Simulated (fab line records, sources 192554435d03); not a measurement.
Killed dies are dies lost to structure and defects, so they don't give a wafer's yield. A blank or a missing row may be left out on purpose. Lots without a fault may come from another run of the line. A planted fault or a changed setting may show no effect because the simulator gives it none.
fab line records | flow n5_finfet
record lots=6 wafers=17 last_day=16
route steps=1938 shown BEOL_M8@1358 PASSIVATION@1936
lots that met no fault: from a run of the same line without faults
start_h: hours from the record's first day to the start of the lot's first wafer shown | wait_h: hours since the lot's step before | " the same as in the row above | L1.1+2: a row that stands for several wafers | - no value, or no start given | * or withheld: withheld | < > ~ a bound
route shown NAME@n: a module of which the file shows steps, and the number in the route of the first | usual: mean/standard deviation of fault-free wafers | same: alike in all rows | chamber/n: place in a boat | sites: the reading at each site | _std_site: their standard deviation | _edge_site: outer sites' mean less inner sites' | radius_mm: how far each site lies from the wafer's centre | mask NAME#n: copy n | behind: the tool/chamber that last shaped the wafer | hold: why the lot was held/for how many hours/how that ended | device: the transistor (n, p or np) that didn't switch | end of line: the same wafers' tests at the end of the route | a step without rows: its recipe alone | killed: dies lost to structure and defects at the first sort, not the wafer's yield | map: a wafer's dies, x killed, . not, _ none there
set.NAME: the setting as run; set.NAME@STEP: as run at that earlier step | model.NAME: the simulator's own value behind a step, which no gauge read
lots at some steps of the route; a table a step, a row a wafer
services: from which hour (start_h, from the record's first day; less than 0 if before it) a tool's chamber was out of use, for how many hours, and why
## steps
# step N5_BEOL_M8_COAT_71
# recipe resist=underlayer temp_c=205 time_s=60 spin_rpm=1500 resist_thk_nm=5
# step N5_BEOL_M8_COAT_22
# recipe resist=CAR-EUV spin_rpm=1500 resist_thk_nm=30
# step N5_BEOL_M8_EBR_24
# recipe solvent=PGMEA ebr_width_mm=1.5
# step N5_BEOL_M8_SOFTBAKE_23
# recipe temp_c=110 time_s=60 resist=CAR-EUV
# step N5_BEOL_M8_EXPOSE_25
# recipe mask_id=V7 na=0.33 source_shape=annular sigma_inner=0.4 sigma_outer=0.8 polarization=unpolarized target_cd_nm=40 dose_mj=42.5
# step N5_BEOL_M8_PEB_26
# recipe peb_temp_c=100 peb_time_s=60 resist=CAR-EUV
# step N5_BEOL_M8_DEVELOP_27
# recipe develop_time_s=30 developer=TMAH resist=CAR-EUV rinse_liquid=surfactant_rinse dry=air_spin dev_temp_c=23
# step N5_BEOL_M8_CD_MEAS_28
# recipe target_cd_nm=40 landing_energy_ev=500 detector=se_inlens
# usual cd_nm=40.02/0.25
# columns lot.wafer tool chamber start_h wait_h cd_nm
L337.1 cd_sem-02 0 216.98 - 39.62
L337.4 " 0 " " 39.59
L337.5 " 0 " " 40.30
L339.2 cd_sem-01 0 229.96 - 40.02
L339.6 " 0 " " 39.87
L341.2 cd_sem-01 0 251.62 - 39.93
L341.5 " 0 " " 39.59
L341.6 " 0 " " 39.86
L348.4 cd_sem-02 0 278.08 - 39.86
L348.5 " 0 " " 40.53
L348.6 " 0 " " 39.93
L352.1 cd_sem-01 0 307.31 - 39.24
L352.5 " 0 " " 39.84
L352.6 " 0 " " 40.09
L355.1 cd_sem-03 0 333.17 - 40.15
L355.2 " 0 " " 40.22
L355.3 " 0 " " 39.83
# step N5_BEOL_M8_OVL_MEAS_29
# recipe points_per_wafer=522
# usual V7_OVL=-0.2/0.7
# columns lot.wafer tool chamber start_h wait_h V7_OVL[nm]
L337.1 overlay-01 0 217.01 0.0 -0.7
L337.4 " 0 " " 0.5
L337.5 " 0 " " -0.4
L339.2 overlay-01 0 229.99 0.0 -0.9
L339.6 " 0 " " -0.8
L341.2 overlay-01 0 251.65 0.0 -0.5
L341.5 " 0 " " -1.0
L341.6 " 0 " " -0.3
L348.4 overlay-02 0 278.12 0.0 -0.3
L348.5 " 0 " " -0.9
L348.6 " 0 " " 0.0
L352.1 overlay-02 0 307.34 0.0 -0.2
L352.5 " 0 " " 0.5
L352.6 " 0 " " -1.3
L355.1 overlay-01 0 333.20 0.0 -1.0
L355.2 " 0 " " -0.2
L355.3 " 0 " " -1.0
# step N5_BEOL_M8_INSPECT_30
# recipe mode=adi inspect_instrument=brightfield
# usual raw_defect_count=410/110
# columns lot.wafer tool chamber start_h wait_h raw_defect_count
L337.1 defect_inspect-01 - 217.07 0.1 364
L337.4 " - " " 341
L337.5 " - " " 415
L339.2 defect_inspect-02 - 230.05 0.0 537
L339.6 " - " " 331
L341.2 defect_inspect-02 - 251.71 0.0 416
L341.5 " - " " 462
L341.6 " - " " 450
L348.4 defect_inspect-02 - 278.16 0.0 352
L348.5 " - " " 296
L348.6 " - " " 222
L352.1 defect_inspect-01 - 307.40 0.1 493
L352.5 " - " " 421
L352.6 " - " " 438
L355.1 defect_inspect-02 - 333.26 0.1 326
L355.2 " - " " 528
L355.3 " - " " 380
# step N5_BEOL_M8_DESCUM_33
# recipe chemistry=O2 time_s=7 source_power_w=50 bias_power_w=20 pressure_mtorr=20 rf_frequency_hz=2.712e+07 temp_c=40 resist=CAR-EUV o2_flow_sccm=225
# usual drypump_motor_current_A=5.7/0.47 oes_product_au=0.80/0.073 rf_vpp_V=242.6/1.2 showerhead_plenum_p_Torr=2.07/0.046 throttle_valve_pct=20.48/0.23
# columns lot.wafer tool chamber start_h wait_h drypump_motor_current_A oes_product_au rf_hours_counter_h rf_vpp_V showerhead_plenum_p_Torr throttle_valve_pct
L337.1 rie_diel-05 3 217.32 0.3 5.0 0.93 37 243.1 2.04 20.23
L337.4 " 2 " " 6.7 0.72 197 242.4 2.05 20.85
L337.5 " 0 " " 5.1 0.85 - 242.7 2.03 20.33
L339.2 rie_diel-01 0 230.21 0.2 6.3 0.76 156 244.3 2.11 20.54
L339.6 " 3 " " 6.0 0.78 - 244.1 2.08 20.44
L341.2 rie_diel-01 2 251.74 0.0 5.3 0.74 160 245.0 2.16 20.40
L341.5 " 0 " " 6.3 0.74 - 243.1 2.10 20.55
L341.6 " 3 " " 6.0 0.77 - 242.4 2.08 20.46
L348.4 rie_diel-01 3 278.49 0.3 6.0 0.77 - 243.6 2.08 20.48
L348.5 " 2 " " 5.3 0.73 - 244.6 2.15 20.44
L348.6 " 0 " " 6.3 0.74 - 241.6 2.10 20.56
L352.1 rie_diel-04 1 307.44 0.0 5.4 0.81 101 242.4 2.12 20.53
L352.5 " 3 " " 6.0 0.86 - 241.5 2.03 20.29
L352.6 " 2 " " 5.4 0.86 - 241.8 2.05 20.30
L355.1 rie_diel-04 2 333.29 0.0 5.3 0.84 65 242.3 2.05 20.32
L355.2 " 0 " " 5.9 0.73 180 241.5 1.99 20.35
L355.3 " 3 " " 6.0 0.86 77 243.4 2.03 20.30
# step N5_BEOL_M8_ETCH_72
# recipe chemistry=N2/H2 target=underlayer target_depth_a=65 mask_material=CAR-EUV time_s=5.2 ion_energy_ev=200 pressure_mtorr=30 source_w=840 bias_w=150 n2_flow_sccm=200 h2_flow_sccm=200 ends=cleared
# usual drypump_motor_current_A=5.7/0.47 etch_rf_on_time_s=5.21/0.15 oes_product_au=0.68/0.064 rf_vpp_V=523.1/2 showerhead_plenum_p_Torr=2.52/0.06 throttle_valve_pct=17.97/0.29
# columns lot.wafer tool chamber start_h wait_h drypump_motor_current_A etch_rf_on_time_s oes_product_au rf_hours_counter_h rf_vpp_V showerhead_plenum_p_Torr throttle_valve_pct
L337.1 rie_diel-05 3 217.35 0.0 5.0 5.29 0.76 37 524.2 2.48 17.70
L337.4 " 2 " " 6.7 5.58 0.58 197 523.8 2.54 18.62
L337.5 " 0 " " 5.1 5.04 0.72 - 520.6 2.46 17.78
L339.2 rie_diel-01 0 230.24 0.0 6.3 5.23 0.65 156 523.3 2.57 18.06
L339.6 " 3 " " 6.0 5.20 0.67 - 522.5 2.55 17.92
L341.2 rie_diel-01 2 251.78 0.0 5.3 5.29 0.61 160 526.4 2.65 18.03
L341.5 " 0 " " 6.3 5.25 0.65 - 522.5 2.57 18.06
L341.6 " 3 " " 6.0 5.23 0.65 - 523.1 2.55 17.96
L348.4 rie_diel-01 3 278.51 0.0 6.0 5.18 0.67 - 523.4 2.54 17.97
L348.5 " 2 " " 5.3 5.19 0.63 - 527.4 2.64 18.08
L348.6 " 0 " " 6.3 5.16 0.64 - 524.0 2.56 18.09
L352.1 rie_diel-04 1 307.47 0.0 5.4 5.24 0.68 101 525.9 2.58 17.94
L352.5 " 3 " " 6.0 5.03 0.74 - 520.5 2.45 17.54
L352.6 " 2 " " 5.4 5.15 0.74 - 522.6 2.50 17.81
L355.1 rie_diel-04 2 333.33 0.0 5.4 5.25 0.71 65 521.5 2.50 17.80
L355.2 " 0 " " 5.9 5.54 0.61 180 520.2 2.45 18.08
L355.3 " 3 " " 6.0 5.11 0.73 77 522.0 2.45 17.56
# step N5_BEOL_M8_ETCH_65
# recipe chemistry=CF4 target=SiARC target_depth_a=156 mask_material=CAR-EUV time_s=26 ion_energy_ev=80 pressure_mtorr=40 source_w=545 bias_w=36 Ar_flow_sccm=100 cf4_flow_sccm=100 ends=cleared
# usual drypump_motor_current_A=5.7/0.47 etch_rf_on_time_s=26.1/0.67 mfc_ar_sccm=99.98/0.29 oes_product_au=0.68/0.061 rf_vpp_V=183.7/1 showerhead_plenum_p_Torr=2.12/0.05 throttle_valve_pct=15.67/0.22
# columns lot.wafer tool chamber start_h wait_h drypump_motor_current_A etch_rf_on_time_s mfc_ar_sccm oes_product_au rf_hours_counter_h rf_vpp_V showerhead_plenum_p_Torr throttle_valve_pct
L337.1 rie_diel-05 3 217.37 0.0 5.0 26.6 99.89 0.76 37 183.5 2.12 15.56
L337.4 " 2 " " 6.7 27.9 100.41 0.59 197 182.5 2.11 16.06
L337.5 " 0 " " 5.1 25.5 100.19 0.72 - 184.8 2.10 15.51
L339.2 rie_diel-01 0 230.26 0.0 6.3 26.2 99.65 0.66 156 184.4 2.17 15.80
L339.6 " 3 " " 6.0 26.5 100.13 0.66 - 184.1 2.17 15.83
L341.2 rie_diel-01 2 251.79 0.0 5.3 16.4 99.81 0.84 160 185.4 2.22 15.73
L341.5 " 0 " " 6.3 26.0 100.47 0.65 - 184.3 2.17 15.81
L341.6 " 3 " " 6.0 26.5 99.88 0.66 - 185.4 2.17 15.82
L348.4 rie_diel-01 3 278.53 0.0 6.0 16.5 100.16 0.88 - 183.0 2.17 15.87
L348.5 " 2 " " 5.3 26.1 99.84 0.63 - 185.2 2.22 15.77
L348.6 " 0 " " 6.3 26.0 100.60 0.64 - 184.7 2.17 15.84
L352.1 rie_diel-04 1 307.49 0.0 5.4 26.0 99.82 0.68 101 184.6 2.16 15.68
L352.5 " 3 " " 6.1 25.5 100.44 0.73 - 184.9 2.09 15.42
L352.6 " 2 " " 5.4 26.1 99.77 0.73 - 183.9 2.08 15.35
L355.1 rie_diel-04 2 333.34 0.0 5.3 26.1 99.98 0.72 65 183.5 2.08 15.37
L355.2 " 0 " " 6.0 27.1 100.15 0.62 180 183.7 2.04 15.62
L355.3 " 3 " " 6.0 25.8 100.42 0.73 77 183.7 2.09 15.45
# step N5_BEOL_M8_ETCH_66
# recipe chemistry=N2/H2 target=SOC target_depth_a=800 overetch_a=160 mask_material=SiARC temp_c=40 time_s=120 ion_energy_ev=200 pressure_mtorr=30 source_w=840 bias_w=150 n2_flow_sccm=200 h2_flow_sccm=200
# usual drypump_motor_current_A=5.7/0.47 oes_product_au=0.61/0.049 rf_vpp_V=523.0/1.7 showerhead_plenum_p_Torr=2.52/0.06 throttle_valve_pct=17.93/0.29
# columns lot.wafer tool chamber start_h wait_h drypump_motor_current_A oes_product_au rf_hours_counter_h rf_vpp_V showerhead_plenum_p_Torr throttle_valve_pct
L337.1 rie_diel-05 3 217.40 0.0 5.0 0.69 37 521.2 2.48 17.68
L337.4 " 2 " " 6.7 0.55 197 523.5 2.54 18.59
L337.5 " 0 " " 5.1 0.64 - 521.3 2.46 17.76
L339.2 rie_diel-01 0 230.29 0.0 6.3 0.59 156 525.6 2.57 18.02
L339.6 " 3 " " 5.9 0.59 - 524.8 2.55 17.89
L341.2 rie_diel-01 2 251.82 0.0 5.3 0.57 160 527.1 2.65 18.01
L341.5 " 0 " " 6.3 0.58 - 522.5 2.57 18.03
L341.6 " 3 " " 6.0 0.60 - 524.1 2.55 17.90
L348.4 rie_diel-01 3 278.59 0.0 6.0 0.59 - 525.3 2.54 17.93
L348.5 " 2 " " 5.3 0.56 - 527.3 2.64 18.03
L348.6 " 0 " " 6.3 0.58 - 523.2 2.56 18.04
L352.1 rie_diel-04 1 307.52 0.0 5.4 0.61 101 524.6 2.58 17.89
L352.5 " 3 " " 6.0 0.65 - 521.8 2.46 17.51
L352.6 " 2 " " 5.3 0.65 - 521.7 2.50 17.77
L355.1 rie_diel-04 2 333.37 0.0 5.4 0.65 65 523.6 2.50 17.77
L355.2 " 0 " " 5.9 0.56 180 520.8 2.45 18.05
L355.3 " 3 " " 6.0 0.65 77 522.0 2.45 17.50
# step N5_PASSIVATION_PROBE_49
# usual defect_limited_yield=91.2/1.4 killed_at_M0_to_M3=32/9.3 killed_at_M4_up=14/4.9 killed_at_contacts=15/7.5 killed_at_front_end=40/11 killed_at_other=4/3.3 killed_dies=104/17 killed_open=68/14 killed_short=33/7.9 sort_bin_4_leakage=0/0 sort_bin_5_function=5.2/0.99 sort_bin_6_memory=3.2/0.65 sort_bin_8_speed=0.03/0.19 sort_n_pass=1076/17 sort_yield_pct=91.1/1.5
# same gross_dies=1180 killed_at_back_side=0
# columns lot.wafer tool chamber start_h wait_h defect_limited_yield[%] killed_at_M0_to_M3 killed_at_M4_up killed_at_contacts killed_at_front_end killed_at_other killed_dies killed_open killed_short sort_bin_4_leakage[%] sort_bin_5_function[%] sort_bin_6_memory[%] sort_bin_8_speed[%] sort_n_pass sort_yield_pct[%]
L337.1 prober-02 - 285.06 0.0 90.0 42 22 6 43 5 118 71 46 0 6.0 3.1 0 1062 90.0
L337.4 prober-02 - 285.21 0.2 91.4 35 12 10 42 2 101 65 36 0 4.6 3.5 0 1079 91.4
L337.5 prober-02 - 285.26 0.2 90.6 31 15 5 57 3 111 73 38 0 5.0 3.7 0 1069 90.6
L339.2 prober-01 - 292.59 0.1 91.0 19 14 24 48 1 106 63 41 0 5.6 3.0 0 1074 91.0
L339.6 prober-01 - 292.79 0.3 89.9 36 8 25 50 0 119 91 26 0 5.9 3.8 0.08 1061 89.9
L341.2 prober-01 - 316.57 0.1 89.7 27 13 4 71 6 121 64 40 0 5.6 3.2 0 1059 89.7
L341.5 prober-01 - 316.72 0.2 92.5 23 15 17 27 7 89 41 35 0 4.8 2.1 0.08 1091 92.5
L341.6 prober-01 - 316.77 0.3 90.1 38 14 11 52 2 117 57 44 0 4.9 3.2 0 1063 90.1
L348.4 prober-01 - 344.06 0.2 89.9 22 8 4 83 2 119 55 15 0.08 6.8 3.1 0 1060 89.8
L348.5 prober-01 - 344.11 0.2 91.2 20 7 6 36 35 104 48 22 0 6.4 2.0 0 1076 91.2
L348.6 prober-01 - 344.16 0.3 92.8 22 7 16 38 2 85 52 31 0 4.4 2.5 0 1095 92.8
L352.1 prober-02 - 374.93 0.0 91.6 22 9 6 53 9 99 61 25 0 4.0 3.2 0 1081 91.6
L352.5 prober-02 - 375.13 0.2 91.9 29 8 8 48 3 96 68 27 0 4.5 3.3 0 1084 91.9
L352.6 prober-02 - 375.18 0.3 91.6 20 10 9 59 1 99 55 37 0 4.2 3.1 0 1081 91.6
L355.1 prober-01 - 393.53 0.0 93.5 34 14 4 24 1 77 56 20 0 4.0 2.5 0 1103 93.5
L355.2 prober-01 - 393.58 0.1 93.6 29 20 6 21 0 76 51 25 0 2.7 3.4 0 1104 93.6
L355.3 prober-01 - 393.63 0.1 92.5 33 15 15 24 2 89 61 28 0 4.4 2.9 0 1091 92.5
# killed by level:class
L337.1 FIN_SAQP:geometric_particle:short=12 BEOL_M2:geometric_particle:open=11 BEOL_M4:geometric_particle:open=11 FIN_SAQP:geometric_particle:open=7 BEOL_M0_SAQP:geometric_particle:short=7 ILD0:geometric_particle:open=6 BEOL_M1:geometric_particle:open=6 MOL_CONTACT_COAG:geometric_particle:open=5
L337.4 BEOL_M2:geometric_particle:open=13 FIN_SAQP:geometric_particle:short=12 FIN_SAQP:geometric_particle:open=7 STI_FIN_REVEAL:geometric_particle:open=7 MOL_CONTACT_COAG:geometric_particle:open=7 BEOL_M4:geometric_particle:open=6 BEOL_M0_SAQP:geometric_particle:short=5 ILD0:geometric_particle:short=4
L337.5 GATE_CUT:geometric_particle:open=11 FIN_SAQP:geometric_particle:short=10 BEOL_M2:geometric_particle:open=9 FIN_SAQP:geometric_particle:open=7 STARTING-WAFER:geometric_particle:short=6 BEOL_M0_SAQP:geometric_particle:open=5 BEOL_M3:geometric_particle:open=5 BEOL_M4:geometric_particle:open=5
L339.2 MOL_CONTACT_COAG:geometric_particle:open=17 STI_FIN_REVEAL:geometric_particle:open=15 FIN_SAQP:geometric_particle:short=9 STI_FIN_REVEAL:geometric_particle:short=7 MOL_CONTACT_COAG:geometric_particle:short=7 BEOL_M0_SAQP:geometric_particle:short=6 FIN_SAQP:geometric_particle:open=5 BEOL_M0_SAQP:geometric_particle:open=5
L339.6 STI_FIN_REVEAL:geometric_particle:open=21 MOL_CONTACT_COAG:geometric_particle:open=18 BEOL_M3:geometric_particle:open=12 FIN_SAQP:geometric_particle:open=7 MOL_CONTACT_COAG:geometric_particle:short=7 BEOL_M2:geometric_particle:open=6 BEOL_M1:geometric_particle:open=6 STI_FIN_REVEAL:geometric_particle:short=4
L341.2 FIN_SAQP:geometric_particle:short=16 HKMG_FIN:area_etch=16 FIN_SAQP:geometric_particle:open=11 BEOL_M1:geometric_particle:open=9 STI_FIN_REVEAL:geometric_particle:open=6 GATE_CUT:geometric_particle:open=5 GATE_CUT:geometric_particle:short=5 MOL_CONTACT_COAG:geometric_particle:open=4
L341.5 MOL_CONTACT_COAG:geometric_particle:open=7 MOL_CONTACT_COAG:area_etch=7 STI_FIN_REVEAL:geometric_particle:open=5 GATE_CUT:geometric_particle:short=5 BEOL_M0:geometric_particle:short=5 FIN_SAQP:geometric_particle:open=4 GATE_CUT:geometric_particle:open=3 MOL_CONTACT_COAG:geometric_particle:short=3
L341.6 HKMG_FIN:area_etch=16 BEOL_M0_SAQP:geometric_particle:short=9 MOL_CONTACT_COAG:geometric_particle:open=7 BEOL_M4:geometric_particle:open=7 FIN_SAQP:geometric_particle:short=6 GATE_CUT:geometric_particle:short=6 BEOL_M1:geometric_particle:short=6 FIN_SAQP:geometric_particle:open=5
L348.4 FIN_CUT:area_etch=47 FIN_SAQP:geometric_particle:open=9 STI_FIN_REVEAL:geometric_particle:open=8 BEOL_M3:geometric_particle:open=7 DUMMY_GATE:geometric_particle:open=5 BEOL_M2:geometric_particle:open=4 BEOL_M1:geometric_particle:open=4 BEOL_M8:geometric_particle:open=3
L348.5 PASSIVATION:area_etch=31 FIN_SAQP:geometric_particle:open=10 STI_FIN_REVEAL:geometric_particle:open=8 FIN_SAQP:geometric_particle:short=6 MOL_CONTACT_COAG:geometric_particle:open=5 BEOL_M0_SAQP:geometric_particle:short=5 BEOL_M2:geometric_particle:open=4 BEOL_M0_SAQP:geometric_particle:open=4
L348.6 MOL_CONTACT_COAG:geometric_particle:open=15 BEOL_M0_SAQP:geometric_particle:short=11 FIN_SAQP:geometric_particle:open=10 FIN_SAQP:geometric_particle:short=5 BEOL_M0_SAQP:geometric_particle:open=5 STARTING-WAFER:geometric_particle:open=5 STI_FIN_REVEAL:geometric_particle:open=4 BEOL_M8:geometric_particle:open=4
L352.1 FIN_SAQP:geometric_particle:open=11 STI_FIN_REVEAL:geometric_particle:open=7 PASSIVATION:area_etch=7 BEOL_M0_SAQP:geometric_particle:open=6 ILD0:geometric_particle:open=5 BEOL_M0_SAQP:geometric_particle:short=5 MOL_CONTACT_COAG:geometric_particle:open=5 BEOL_M3:geometric_particle:open=5
L352.5 FIN_SAQP:geometric_particle:open=14 FIN_SAQP:geometric_particle:short=9 MOL_CONTACT_COAG:geometric_particle:open=8 BEOL_M1:geometric_particle:open=7 ILD0:geometric_particle:open=7 STI_FIN_REVEAL:geometric_particle:open=6 BEOL_M3:geometric_particle:open=6 BEOL_M2:geometric_particle:open=5
L352.6 FIN_SAQP:geometric_particle:short=13 FIN_SAQP:geometric_particle:open=10 STI_FIN_REVEAL:geometric_particle:open=7 HKMG_FIN:area_etch=7 MOL_CONTACT_COAG:geometric_particle:open=6 BEOL_M4:geometric_particle:open=6 DUMMY_GATE:geometric_particle:short=5 GATE_CUT:geometric_particle:open=4
L355.1 BEOL_M1:geometric_particle:open=7 BEOL_M2:geometric_particle:open=7 BEOL_M4:geometric_particle:open=6 STI_FIN_REVEAL:geometric_particle:open=6 MOL_CONTACT_COAG:geometric_particle:open=4 BEOL_M0_SAQP:geometric_particle:open=4 BEOL_M0:geometric_particle:open=4 BEOL_M5:geometric_particle:open=4
L355.2 BEOL_M4:geometric_particle:open=9 BEOL_M0_SAQP:geometric_particle:open=7 BEOL_M1:geometric_particle:open=7 DUMMY_GATE:geometric_particle:open=5 STI_FIN_REVEAL:geometric_particle:open=4 MOL_CONTACT_COAG:geometric_particle:short=4 BEOL_M0_SAQP:geometric_particle:short=4 BEOL_M5:geometric_particle:open=4
L355.3 STI_FIN_REVEAL:geometric_particle:open=11 MOL_CONTACT_COAG:geometric_particle:open=10 BEOL_M1:geometric_particle:open=8 BEOL_M0_SAQP:geometric_particle:short=7 BEOL_M4:geometric_particle:open=6 MOL_CONTACT_COAG:geometric_particle:short=5 BEOL_M0_SAQP:geometric_particle:open=5 BEOL_M5:geometric_particle:open=5
## services
# columns tool chamber start_h hours kind
rie_diel-05 1 230.89 5.4 repair
rie_diel-04 2 242.38 12.5 repair
rie_diel-01 1 260.23 - clean
rie_diel-01 1 260.23 - consumable_replace:esc
rie_diel-01 1 260.23 - consumable_replace:focus_ring
rie_diel-01 1 260.23 28.3 scheduled_down
rie_diel-01 1 260.23 28.3 vent_cycle
rie_diel-05 2 298.44 8.7 repair
rie_diel-01 2 319.59 4.7 repair
rie_diel-05 3 327.61 10.9 repair
## key
first_sign step=N5_BEOL_M8_ETCH_65 reading=etch_rf_on_time_s direction=down sigmas=14 usual=* struck=*
effect step=N5_BEOL_M8_ETCH_65 reading=oes_product_au direction=up sigmas=2.8 usual=0.68 struck=0.86
met_at N5_BEOL_M8_ETCH_65
struck_wafers L341.2,L348.4
baseline_loss step=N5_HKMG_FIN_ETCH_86 wafers=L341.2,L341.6
baseline_loss step=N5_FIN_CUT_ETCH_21 wafers=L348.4
baseline_loss step=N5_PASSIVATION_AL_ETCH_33 wafers=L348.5
onset_between 230.26 251.79
fault kind=process_parameter_drift tool=rie_diel-01 chamber=- onset_h=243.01 steps=N5_BEOL_M8_ETCH_65 channel=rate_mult offset=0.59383 shape=step end_h=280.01 scope=struck_wafers_only
# baseline_loss: these wafers lose ten dies or more at that step, a loss of the line's own and not of a fault; the sort's usual values leave them out
